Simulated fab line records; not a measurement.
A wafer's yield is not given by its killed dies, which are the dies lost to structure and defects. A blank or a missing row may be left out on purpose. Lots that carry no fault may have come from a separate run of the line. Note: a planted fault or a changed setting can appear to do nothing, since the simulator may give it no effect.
Matching of chambers -- flow n5 finfet -- 4 sister chambers for N5_BEOL_M9_STRIP_67 on rie diel-01
The step strips in CF4. 8 wafers are shown with their chamber, then 7 later ones without.

WAFERS, EACH WITH ITS CHAMBER
wafer,chamber,drypump motor current A (A),showerhead plenum p Torr (Torr)
L075.1,3,5.8,1.78
L076.3,1,6.4,1.71
L086.6,1,6.4,1.70
L092.1,0,5.3,1.82
L092.2,3,5.7,1.78
L092.4,2,5.9,1.73
L094.1,2,5.8,1.73
L094.3,0,5.3,1.82

WAFERS WITHOUT THEIR CHAMBER
wafer,drypump motor current A (A),showerhead plenum p Torr (Torr)
L094.4,5.3,1.82
L091.1,5.3,1.82
L091.2,5.9,1.73
L091.4,5.7,1.77
L097.3,5.9,1.73
L097.5,5.7,1.77
L097.6,5.3,1.81

EACH ONE'S CHAMBER
wafer,from the rows above,in truth
L094.4,0,0
L091.1,0,0
L091.2,2,2
L091.4,3,3
L097.3,2,2
L097.5,3,3
L097.6,0,0
7 of 7 placed correctly. Not placeable from these rows: 0. 0 placed wrongly.
How it was worked out, from the rows above alone: a wafer's distance from a chamber is the root of the sum, over the readings, of the square of ((its reading less the chamber's mean) divided by the reading's scatter). If the next closest chamber is less than 2 further off than the closest, the wafer can't be placed; otherwise it belongs to the closest. A chamber's mean is the mean of its shown wafers. How the scatter is found: for the shown wafers, subtract from each reading the mean of its chamber, square and add these, divide the total by (wafers less chambers), then take the root.
